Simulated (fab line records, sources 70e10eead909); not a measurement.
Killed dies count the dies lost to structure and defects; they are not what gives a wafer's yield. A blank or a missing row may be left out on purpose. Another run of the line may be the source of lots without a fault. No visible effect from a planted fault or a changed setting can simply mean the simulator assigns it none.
fab line records -- flow nand_harc
record: lots: 6, wafers: 18, last_day: 31
route steps=1302 shown A_SGD_CUT@907
lots untouched by any fault: they come from a run of this same line in which no faults occurred
start_h: start of the lot's first displayed wafer, in hours after the record's first day -- wait_h: hours since the lot's step before -- " repeats the value in the row above -- L1.1+2: a row that stands for several wafers -- - either no value or no given start -- * or withheld: withheld -- < > ~ a bound
route shown NAME@n: NAME is a module with steps in the file, n the number in the route of the first one -- usual: mean/standard deviation taken from wafers without a fault -- same: alike in all rows -- chamber/n: place in a boat -- sites: the reading at each site -- _std_site: standard deviation of those values -- _edge_site: inner sites' mean taken away from outer sites' mean -- radius_mm: how far each site lies from the wafer's centre -- mask NAME#n: copy n -- behind: tool/chamber where the wafer was last shaped -- hold: cause of the lot's hold/its duration in hours/its outcome -- device: the transistor (n, p or np) that didn't switch -- end of line: tests of these same wafers at the route's end -- where a step has no rows: the recipe by itself -- killed: at the first sort, the dies lost to defects and structure; wafer yield is something else -- map: per-die view of a wafer (x killed, . not killed, _ where there is no die)
set.NAME: the setting the step ran with; set.NAME@STEP: the setting that earlier step ran with -- model.NAME: the simulator's own value behind a step, which no gauge read
lots at selected steps of the route; one table per step, one row per wafer
services: from which hour (start_h, from the record's first day; less than 0 if before it) a tool's chamber was out of use, for how many hours, and why
== steps ==
step: NHARC_A_SGD_CUT_ETCH_15
recipe: target_depth_a: 750, time_s: 64.3, ch3f_flow_sccm: 50, o2_flow_sccm: 30, ar_flow_sccm: 200, rf_w: 500, bias_w: 100, chemistry: CH3F/O2
usual: drypump_motor_current_A: 5.9/0.48, oes_product_au: 0.958/0.015, rf_fwd_power_W: 495.6/2.1, rf_vpp_V: 264.1/1.5, showerhead_plenum_p_Torr: 2.48/0.086, throttle_valve_pct: 20.664/0.009
lot.wafer,tool,chamber,start_h,wait_h,drypump_motor_current_A,oes_product_au,rf_fwd_power_W,rf_hours_counter_h,rf_vpp_V,showerhead_plenum_p_Torr,throttle_valve_pct
L206.3,rie_diel-10,3,-,-,6.7,0.961,494.0,2,261.6,2.40,20.645
L206.6,rie_diel-10,2,-,-,6.2,0.974,495.9,-,262.9,2.48,20.658
L206.5,rie_diel-10,3,-,-,6.7,0.961,494.8,-,264.3,2.40,20.651
L208.2,rie_diel-01,1,-,-,6.4,0.948,493.8,4,263.3,2.40,20.653
L208.5,rie_diel-01,0,-,-,5.3,0.964,498.1,-,263.9,2.48,20.664
L208.6,rie_diel-01,1,-,-,6.5,0.953,495.5,-,264.6,2.40,20.677
L209.1,rie_diel-12,0,-,-,6.0,0.953,495.0,3,265.6,2.60,20.651
L209.4,rie_diel-12,2,-,-,5.3,0.961,495.5,3,264.1,2.45,20.658
L209.6,rie_diel-12,0,-,-,6.0,0.951,496.9,-,265.9,2.60,20.657
L222.1,rie_diel-12,0,-,-,5.9,0.939,494.1,15,266.1,2.59,20.670
L222.4,rie_diel-12,1,-,-,5.1,0.955,493.2,15,263.9,2.49,20.670
L222.2,rie_diel-12,2,-,-,5.3,0.959,494.4,14,262.8,2.45,20.662
L224.1,rie_diel-01,0,-,-,5.3,0.977,499.4,3,264.0,2.48,20.652
L224.3,rie_diel-01,2,-,-,5.8,0.960,491.3,3,259.6,2.29,20.654
L224.5,rie_diel-01,0,-,-,5.3,0.978,496.9,-,263.7,2.48,20.663
L226.3,rie_diel-10,3,-,-,6.7,0.929,498.9,4,262.2,2.40,20.664
L226.4,rie_diel-10,0,-,-,5.7,0.921,496.5,3,263.4,2.44,20.652
L226.6,rie_diel-10,2,-,-,6.1,0.926,496.5,-,262.8,2.48,20.665
step: NHARC_A_SGD_CUT_ETCH_16
recipe: target_depth_a: 3105, time_s: 155.2, c4f8_flow_sccm: withheld, o2_flow_sccm: 8, ar_flow_sccm: withheld, rf_w: 600, bias_w: 800, chemistry: C4F8/O2/Ar
usual: oes_product_au: 0.971/0.011, rf_fwd_power_W: 597.1/1.9, rf_vpp_V: 724/3.7
lot.wafer,tool,chamber,start_h,wait_h,oes_product_au,rf_fwd_power_W,rf_hours_counter_h,rf_vpp_V
L206.3,rie_diel-10,2,-,-,0.978,604.0,2,725
L206.5,rie_diel-10,1,-,-,0.976,595.5,-,729
L206.6,rie_diel-10,2,-,-,0.983,600.8,-,725
L208.2,rie_diel-01,2,-,-,0.970,592.1,4,714
L208.5,rie_diel-01,2,-,-,0.972,596.0,-,716
L208.6,rie_diel-01,0,-,-,0.978,598.6,-,723
L209.4,rie_diel-12,3,-,-,0.971,597.8,4,727
L209.1,rie_diel-12,1,-,-,0.980,596.5,4,725
L209.6,rie_diel-12,3,-,-,0.962,597.0,-,727
L222.2,rie_diel-12,3,-,-,0.982,598.5,13,726
L222.4,rie_diel-12,0,-,-,0.953,598.9,15,728
L222.1,rie_diel-12,1,-,-,0.975,595.9,15,725
L224.3,rie_diel-01,3,-,-,0.969,599.1,3,732
L224.1,rie_diel-01,1,-,-,0.988,595.4,3,721
L224.5,rie_diel-01,0,-,-,0.985,597.9,-,723
L226.3,rie_diel-10,0,-,-,0.939,595.2,3,723
L226.4,rie_diel-10,3,-,-,0.943,596.9,4,720
L226.6,rie_diel-10,1,-,-,0.944,597.1,-,728
step: NHARC_A_SGD_CUT_STRIP_60
recipe: c4f8_flow_sccm: withheld, o2_flow_sccm: 8, ar_flow_sccm: withheld, bias_w: 0, chemistry: C4F8/O2/Ar
step: NHARC_A_SGD_CUT_STRIP_17
recipe: o2_flow_sccm: 500, ar_flow_sccm: 0, bias_w: 0, chemistry: O2
usual: drypump_motor_current_A: 5.9/0.49, oes_product_au: 0.998/0.0084, rf_vpp_V: 57.9/0.85, showerhead_plenum_p_Torr: 3.56/0.12, throttle_valve_pct: 17.036/0.0095
lot.wafer,tool,chamber,start_h,wait_h,drypump_motor_current_A,oes_product_au,rf_hours_counter_h,rf_vpp_V,showerhead_plenum_p_Torr,throttle_valve_pct
L206.3,rie_diel-10,0,-,-,5.7,0.991,2,56.9,3.50,17.057
L206.5,rie_diel-10,3,-,-,6.7,1.002,-,58.2,3.45,17.029
L206.6,rie_diel-10,0,-,-,5.7,1.016,-,58.1,3.50,17.040
L208.2,rie_diel-01,1,-,-,6.5,1.015,4,57.5,3.45,17.027
L208.5,rie_diel-01,1,-,-,6.5,0.994,-,58.0,3.45,17.038
L208.6,rie_diel-01,2,-,-,5.8,0.995,-,57.1,3.30,17.045
L209.1,rie_diel-12,0,-,-,5.9,0.991,3,57.9,3.72,17.040
L209.4,rie_diel-12,2,-,-,5.4,0.981,3,58.7,3.52,17.030
L209.6,rie_diel-12,0,-,-,6.0,0.994,-,58.6,3.72,17.046
L222.1,rie_diel-12,1,-,-,5.1,1.009,15,59.2,3.56,17.023
L222.4,rie_diel-12,2,-,-,5.4,0.990,15,59.1,3.51,17.029
L222.2,rie_diel-12,3,-,-,5.9,0.989,14,56.6,3.66,17.035
L224.1,rie_diel-01,0,-,-,5.3,1.011,3,56.7,3.56,17.030
L224.3,rie_diel-01,1,-,-,6.4,0.997,3,56.5,3.44,17.036
L224.5,rie_diel-01,3,-,-,6.6,0.999,-,58.4,3.77,17.034
L226.4,rie_diel-10,3,-,-,6.7,0.993,4,57.0,3.44,17.026
L226.3,rie_diel-10,1,-,-,5.7,0.997,3,57.6,3.74,17.038
L226.6,rie_diel-10,2,-,-,6.2,0.995,-,57.0,3.55,17.032
step: NHARC_A_SGD_CUT_PRECLEAN_18
recipe: time_s: *, temp_c: 50, bath_age_min: 0, chemistry: SC1
step: NHARC_A_SGD_CUT_SRD_19
step: NHARC_A_SGD_CUT_DEP_20
recipe: target_thk_a: 1500, temp_c: 65, material: SiO2
step: NHARC_A_SGD_CUT_ANNEAL_27
recipe: temp_c: 450, time_s: 1800
step: NHARC_A_SGD_CUT_CMP_21
recipe: target_thk_nm: 148.19
usual: motor_current_A: 11.8/1.2, time_to_endpoint_s: 50/3.1
lot.wafer,tool,chamber,start_h,wait_h,motor_current_A,time_to_endpoint_s
L206.3,cmp-02,0,472.59,0.4,14.2,48
L206.5,cmp-02,1,472.59,0.4,11.2,47
L206.6,cmp-02,2,472.59,0.4,10.5,51
L209.1,cmp-03,0,489.42,0.4,12.1,54
L209.4,cmp-03,2,489.42,0.4,10.3,54
L209.6,cmp-03,0,489.42,0.4,12.3,55
L208.2,cmp-01,0,489.48,0.4,12.0,49
L208.5,cmp-01,1,489.48,0.4,12.8,49
L208.6,cmp-01,2,489.48,0.4,14.0,47
L222.2,cmp-03,0,615.94,0.4,12.6,43
L222.1,cmp-03,1,615.94,0.4,11.8,45
L222.4,cmp-03,2,615.94,0.4,10.6,50
L224.3,cmp-03,2,634.24,0.4,10.4,53
L224.1,cmp-03,3,634.24,0.4,11.7,48
L224.5,cmp-03,1,634.24,0.4,12.2,51
L226.3,cmp-03,0,662.77,0.4,13.3,47
L226.4,cmp-03,2,662.77,0.4,10.8,51
L226.6,cmp-03,0,662.77,0.4,12.9,47
step: NHARC_A_SGD_CUT_THK_MEAS_22
recipe: thk_meas_gauge: ellipsometry
usual: thk_nm: 148.3/1.3
lot.wafer,tool,chamber,start_h,wait_h,thk_nm
L206.3,film_metro-02,-,472.77,0.2,150.9
L206.5,film_metro-02,-,472.77,0.2,148.7
L206.6,film_metro-02,-,472.77,0.2,150.2
L208.2,film_metro-02,-,489.66,0.2,148.1
L208.5,film_metro-02,-,489.66,0.2,147.4
L208.6,film_metro-02,-,489.66,0.2,146.9
L209.1,film_metro-01,-,489.67,0.2,149.3
L209.4,film_metro-01,-,489.67,0.2,148.5
L209.6,film_metro-01,-,489.67,0.2,149.6
L222.1,film_metro-02,-,616.20,0.2,147.0
L222.2,film_metro-02,-,616.20,0.2,149.8
L222.4,film_metro-02,-,616.20,0.2,150.7
L224.1,film_metro-01,-,634.45,0.2,147.9
L224.3,film_metro-01,-,634.45,0.2,150.0
L224.5,film_metro-01,-,634.45,0.2,149.3
L226.3,film_metro-01,-,663.03,0.2,149.6
L226.4,film_metro-01,-,663.03,0.2,149.4
L226.6,film_metro-01,-,663.03,0.2,148.2
step: NHARC_A_SGD_CUT_SRD_23
step: NHARC_A_SGD_CUT_ETCH_26
recipe: target_depth_a: 458, chemistry: dHF, material: SiO2
step: NHARC_A_SGD_CUT_ETCHBACK_24
recipe: target_depth_a: 500, over_etch_frac: 0.3, time_s: 92.857, ion_energy_ev: 120, ch3f_flow_sccm: 50, o2_flow_sccm: 30, ar_flow_sccm: 200, rf_w: 500, bias_w: 100, chemistry: CH3F/O2
usual: bias_w: 100.0/0.33, ch3f_flow_sccm: 50.00/0.15, drypump_motor_current_A: 5.9/0.48, oes_product_au: 0.95/0.032, rf_fwd_power_W: 496.5/2.1, rf_vpp_V: 244.6/1.6, showerhead_plenum_p_Torr: 2.48/0.096, throttle_valve_pct: 20.663/0.0096
lot.wafer,tool,chamber,start_h,wait_h,bias_w,ch3f_flow_sccm,drypump_motor_current_A,oes_product_au,rf_fwd_power_W,rf_hours_counter_h,rf_vpp_V,showerhead_plenum_p_Torr,throttle_valve_pct
L206.3,rie_diel-01,2,473.01,0.1,100.4,49.97,5.8,0.99,492.9,4,240.8,2.30,20.686
L206.6,rie_diel-01,2,473.01,0.1,99.6,49.92,5.8,0.99,493.3,-,241.4,2.30,20.667
L206.5,rie_diel-01,0,473.01,0.1,99.5,49.99,5.4,1.00,497.9,-,243.4,2.48,20.660
L208.2,rie_diel-12,0,489.90,0.1,100.2,50.10,6.0,1.00,495.3,3,246.9,2.60,20.666
L208.5,rie_diel-12,3,489.90,0.1,99.9,50.00,5.9,0.99,498.7,-,245.4,2.56,20.651
L208.6,rie_diel-12,0,489.90,0.1,100.1,50.16,6.0,0.98,496.8,-,245.9,2.60,20.660
L209.1,rie_diel-12,0,489.97,0.2,100.1,49.95,5.9,0.92,496.3,3,245.9,2.60,20.666
L209.4,rie_diel-12,2,489.97,0.2,99.9,50.21,5.3,0.92,496.7,3,244.0,2.45,20.668
L209.6,rie_diel-12,1,489.97,0.2,100.4,50.05,5.1,0.93,496.0,-,243.9,2.49,20.660
L222.1,rie_diel-01,2,616.42,0.1,100.0,50.00,5.8,0.93,493.9,2,243.5,2.30,20.662
L222.2,rie_diel-01,3,616.42,0.1,100.2,50.15,6.6,0.93,498.0,2,245.4,2.63,20.664
L222.4,rie_diel-01,1,616.42,0.1,99.9,50.06,6.5,0.93,495.5,2,243.0,2.40,20.661
L224.3,rie_diel-01,1,634.76,0.2,-,-,-,-,-,-,-,-,-
L224.1,rie_diel-01,0,634.76,0.2,-,-,-,-,-,-,-,-,-
L224.5,rie_diel-01,1,634.76,0.2,-,-,-,-,-,-,-,-,-
L226.3,rie_diel-10,0,663.29,0.2,-,-,-,-,-,-,-,-,-
L226.6,rie_diel-10,2,663.29,0.2,-,-,-,-,-,-,-,-,-
L226.4,rie_diel-10,0,663.29,0.2,-,-,-,-,-,-,-,-,-
step: NHARC_A_SGD_CUT_STRIP_28
recipe: time_s: 20, o2_flow_sccm: 500, ar_flow_sccm: 0, bias_w: 0, chemistry: O2
usual: drypump_motor_current_A: 5.9/0.49, oes_product_au: 0.997/0.0091, rf_vpp_V: 57.8/0.84, showerhead_plenum_p_Torr: 3.56/0.13, throttle_valve_pct: 17.036/0.0089
lot.wafer,tool,chamber,start_h,wait_h,drypump_motor_current_A,oes_product_au,rf_hours_counter_h,rf_vpp_V,showerhead_plenum_p_Torr,throttle_valve_pct
L206.3,rie_diel-01,2,473.17,0.1,5.9,1.007,4,59.3,3.31,17.046
L206.6,rie_diel-01,1,473.17,0.1,6.5,1.014,-,57.6,3.45,17.029
L206.5,rie_diel-01,2,473.17,0.1,5.9,0.995,-,56.4,3.30,17.031
L208.2,rie_diel-12,2,-,-,5.4,0.982,3,57.9,3.52,17.031
L208.5,rie_diel-12,2,-,-,5.3,0.982,-,59.0,3.52,17.067
L208.6,rie_diel-12,3,-,-,6.0,0.987,-,59.2,3.67,17.034
L209.1,rie_diel-12,0,-,-,6.0,0.995,3,57.1,3.72,17.044
L209.4,rie_diel-12,1,-,-,5.1,1.004,4,56.9,3.57,17.038
L209.6,rie_diel-12,0,-,-,6.0,1.000,-,58.1,3.72,17.033
L222.1,rie_diel-01,1,-,-,6.4,0.998,2,57.3,3.44,17.038
L222.2,rie_diel-01,2,-,-,5.8,0.992,2,56.5,3.30,17.041
L222.4,rie_diel-01,3,-,-,6.6,0.998,2,59.4,3.77,17.046
L224.3,rie_diel-01,3,634.90,0.1,6.6,0.997,4,56.3,3.77,17.047
L224.1,rie_diel-01,0,634.90,0.1,5.4,1.011,4,57.9,3.56,17.035
L224.5,rie_diel-01,3,634.90,0.1,6.6,1.006,-,58.1,3.77,17.036
L226.3,rie_diel-10,2,663.42,0.1,6.2,1.015,4,57.2,3.55,17.048
L226.6,rie_diel-10,2,663.42,0.1,6.2,1.003,-,58.1,3.55,17.045
L226.4,rie_diel-10,0,663.42,0.1,5.7,1.003,-,58.4,3.49,17.045
== services ==
tool,chamber,start_h,hours,kind
rie_diel-12,-,445.69,9.0,pm
rie_diel-12,2,455.75,8.6,repair
cmp-03,-,456.00,4.0,pm
cmp-02,-,469.27,0.3,repair
rie_diel-12,0,469.70,9.3,repair
rie_diel-01,3,471.01,12.4,repair
cmp-02,-,478.68,1.0,repair
cmp-01,-,479.50,4.0,pm
cmp-02,-,481.63,2.4,repair
rie_diel-01,0,483.50,16.5,repair
rie_diel-12,3,498.09,9.4,repair
cmp-02,-,526.50,4.0,pm
cmp-01,-,550.54,1.4,repair
cmp-03,-,553.58,16.1,repair
rie_diel-01,-,557.83,9.0,pm
cmp-02,-,558.03,1.2,repair
cmp-01,-,577.50,4.0,pm
cmp-02,-,585.03,2.7,repair
rie_diel-10,-,596.59,9.0,pm
cmp-03,-,613.90,1.1,repair
cmp-02,-,614.07,0.3,repair
rie_diel-12,-,622.69,9.0,pm
cmp-02,-,624.31,4.4,repair
rie_diel-01,3,644.26,42.2,repair
== key ==
first_sign: step: NHARC_A_SGD_CUT_ETCHBACK_24, reading: tool_record, direction: missing
effect none on later readings
met_at NHARC_A_SGD_CUT_ETCHBACK_24
struck_wafers L224.1,L224.3,L224.5,L226.3,L226.4,L226.6
later_rows_left_out L224.1,L224.3,L224.5,L226.3,L226.4,L226.6
sort_left_out L224.1,L224.3,L224.5,L226.3,L226.4,L226.6
tester_left_out L224,L226
onset_between 616.42 634.76
fault: kind: skipped_step_whole, tool: rie_diel-01,rie_diel-10, chamber: -, onset_h: 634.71, steps: NHARC_A_SGD_CUT_ETCHBACK_24, scope: struck_lots_only
tester_left_out: of these lots the tester's yield and bins aren't shown, on N5 and GAA mostly nor the transistor test; their killed dies are dies lost to structure and defects alone, not to doping, threshold or leakage, so they don't give the yield
sort_left_out: the simulated sort isn't trusted on such a fault, so these wafers' sort isn't shown, and their yield isn't known
later_rows_left_out: the simulator's readings of these wafers behind a module that went badly wrong aren't trusted and aren't shown, but for the sort
